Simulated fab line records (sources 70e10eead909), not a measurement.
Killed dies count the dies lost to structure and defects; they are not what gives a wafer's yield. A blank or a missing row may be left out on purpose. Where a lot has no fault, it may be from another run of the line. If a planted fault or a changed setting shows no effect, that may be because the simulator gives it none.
Which of the tools did it? ; flow nandHarc ; 72 wafers from 24 lots sampled at 3 of the route's 1302 steps

## WHAT THE GAUGES SHOWED, per wafer
NHARC_A_ONON_D1_THK_MEAS_21: measures by ellipsometry.
lot;measured;on;thkNm (nm)
L074;day 8 03:40;filmMetro-02;1010 1011 1010
L075;day 8 15:09;filmMetro-02;989 990 990
L076;day 9 02:33;filmMetro-02;1015 1014 1014
L077;day 9 11:05;filmMetro-02;991 993 993
L078;day 9 19:34;filmMetro-02;1012 1013 1012
L079;day 10 07:01;filmMetro-01;987 987 987
L080;day 10 21:52;filmMetro-01;991 993 992
L081;day 11 02:29;filmMetro-01;988 987 986
L082;day 11 18:50;filmMetro-02;982 984 983
L083;day 12 07:41;filmMetro-02;989 991 990
L084;day 12 17:32;filmMetro-02;988 988 988
L085;day 12 23:01;filmMetro-02;985 987 987
L086;day 13 07:28;filmMetro-01;1014 1014 1015
L088;day 14 12:04;filmMetro-01;1007 1008 1008
L087;day 14 11:55;filmMetro-02;998 997 997
L089;day 14 12:16;filmMetro-01;1001 1001 1003
L090;day 14 22:59;filmMetro-02;1001 1002 1005
L091;day 15 13:35;filmMetro-01;1000 998 998
L092;day 16 05:46;filmMetro-01;1008 1008 1007
L093;day 16 05:46;filmMetro-02;1020 1019 1018
L094;day 16 17:21;filmMetro-01;999 999 1000
L095;day 16 17:22;filmMetro-01;1007 1006 1006
L096;day 17 13:17;filmMetro-02;994 993 992
L097;day 18 04:17;filmMetro-01;993 994 995

NHARC_A_ONON_D1_THK_MEAS_27: measures by ellipsometry.
lot;measured;on;thkNm (nm)
L074;day 8 04:49;filmMetro-01;1001 1001 1001
L075;day 8 16:17;filmMetro-02;981 983 983
L076;day 9 03:41;filmMetro-02;982 981 983
L077;day 9 12:13;filmMetro-02;1011 1011 1011
L078;day 9 20:43;filmMetro-01;997 999 998
L079;day 10 08:09;filmMetro-01;996 999 998
L080;day 10 23:00;filmMetro-01;1005 1006 1005
L081;day 11 03:37;filmMetro-02;1005 1006 1005
L082;day 11 19:59;filmMetro-02;995 995 994
L083;day 12 08:50;filmMetro-02;979 978 979
L084;day 12 18:40;filmMetro-02;988 988 988
L085;day 13 00:08;filmMetro-02;975 977 977
L086;day 13 08:37;filmMetro-02;990 989 988
L088;day 14 13:11;filmMetro-02;973 976 976
L087;day 14 13:05;filmMetro-01;1001 1002 1002
L089;day 14 13:25;filmMetro-02;993 993 992
L090;day 15 00:07;filmMetro-02;1016 1015 1013
L091;day 15 14:43;filmMetro-02;1019 1020 1022
L092;day 16 07:08;filmMetro-01;995 995 996
L093;day 16 06:53;filmMetro-02;984 984 986
L094;day 16 18:29;filmMetro-01;989 989 991
L095;day 16 18:41;filmMetro-01;1003 1004 1003
L096;day 17 14:25;filmMetro-02;1027 1027 1027
L097;day 18 05:25;filmMetro-02;996 994 996

## WHICH TOOL RAN EACH LOT (tool, then ch and the chambers of the sampled wafers, then the start)
lot;NHARC_P_BONDPAD_ETCH_24
L074;rieDiel-09 ch 0,1, day 8 03:40 or earlier
L075;rieDiel-06 ch 0,2,3, day 8 15:09 or earlier
L076;rieDiel-09 ch 0,1,3, day 9 02:33 or earlier
L077;rieDiel-01 ch 0,2,3, day 9 11:05 or earlier
L078;rieDiel-06 ch 0,2,3, day 8 07:18
L079;rieDiel-06 ch 0,2,3, day 8 16:59
L080;rieDiel-09 ch 0,2,3, day 10 21:52 or earlier
L081;rieDiel-06 ch 0,1, day 11 02:29 or earlier
L082;rieDiel-06 ch 0,2,3, day 11 18:50 or earlier
L083;rieDiel-06 ch 0,1,3, day 12 07:41 or earlier
L084;rieDiel-01 ch 1,2,3, day 12 17:32 or earlier
L085;rieDiel-01 ch 0,1,3, day 12 23:01 or earlier
L086;rieDiel-06 ch 2,3, day 13 07:28 or earlier
L088;rieDiel-06 ch 1,2,3, day 14 12:04 or earlier
L087;rieDiel-09 ch 1,3, day 12 21:28
L089;rieDiel-01 ch 1,2,3, day 12 22:56
L090;rieDiel-01 ch 0,1, day 14 22:59 or earlier
L091;rieDiel-01 ch 1,3, day 15 13:35 or earlier
L092;rieDiel-06 ch 0,2, day 16 05:46 or earlier
L093;rieDiel-01 ch 0,1,3, day 14 19:33
L094;rieDiel-09 ch 0,1,3, day 16 17:21 or earlier
L095;rieDiel-01 ch 0,2,3, day 16 17:22 or earlier
L096;rieDiel-01 ch 0,2,3, day 17 13:17 or earlier
L097;rieDiel-09 ch 0,1,3, day 18 04:17 or earlier
- NHARC_P_BONDPAD_ETCH_24: etches the open film in CF4/N2, target depth 30 nm, time 72.99 s.

## AS READ BY THE TOOLS THEMSELVES (means over the sampled wafers that have a number; for cases with no such wafer, the mark the record gives instead)
NHARC_P_BONDPAD_ETCH_24.
lot;tool;drypumpMotorCurrentA (A);oesProductAu (a.u.);rfVppV (V);showerheadPlenumPTorr (Torr);throttleValvePct (%)
L074;rieDiel-09;5.6;1.006;317.4;2.81;19.789
L075;rieDiel-06;6.0;0.990;315.6;2.68;19.795
L076;rieDiel-09;5.8;0.988;316.9;2.78;19.791
L077;rieDiel-01;5.5;1.009;313.6;2.60;19.790
L078;rieDiel-06;6.0;0.988;315.2;2.68;19.793
L079;rieDiel-06;6.0;0.982;315.1;2.68;19.796
L080;rieDiel-09;5.7;0.997;316.4;2.73;19.783
L081;rieDiel-06;5.3;0.990;314.9;2.65;19.795
L082;rieDiel-06;6.0;0.982;315.0;2.68;19.801
L083;rieDiel-06;5.8;0.988;314.4;2.64;19.795
L084;rieDiel-01;5.8;1.003;315.1;2.67;19.800
L085;rieDiel-01;5.7;1.008;314.8;2.59;19.800
L086;rieDiel-06;6.3;1.006;313.5;2.64;19.795
L088;rieDiel-06;5.8;0.987;313.9;2.65;19.797
L087;rieDiel-09;5.7;1.002;316.3;2.76;19.785
L089;rieDiel-01;5.8;0.992;315.1;2.67;19.799
L090;rieDiel-01;5.6;1.011;313.0;2.54;19.802
L091;rieDiel-01;5.9;0.995;315.1;2.67;19.798
L092;rieDiel-06;5.7;0.999;316.0;2.73;19.788
L093;rieDiel-01;5.7;1.007;313.3;2.59;19.790
L094;rieDiel-09;5.8;0.988;316.4;2.77;19.793
L095;rieDiel-01;5.6;1.004;313.6;2.60;19.802
L096;rieDiel-01;5.5;0.995;313.6;2.60;19.794
L097;rieDiel-09;5.8;1.006;317.2;2.77;19.800

## THE ANSWER, worked out from the rows above alone
Rule: the usual values come from the lots themselves. The widest of any qualifying gaps counts: lots, ordered by their means at a reading, are off when they make up no more than a third of the lots, leave a main group of 4 or more, and stand apart from it by 3 or more times the standard deviation of that group's means. A main group is skipped when, at the precision printed for the reading in the tables above, its means are all equal. A lot without any number at a reading at which 4 lots or more have one is off too. Any other lot the step has rows for is counted as sound. After the gauges, taken in route order, come the tools' own readings; for these a lot's mean is taken, as printed above. At the first step where some lot is off, the reading lying furthest off is the one used; lots without a number count as furthest.
Across all readings shown, no lot is off: no conclusion can be drawn from this.

## WHAT THE SIMULATOR HAD INSERTED
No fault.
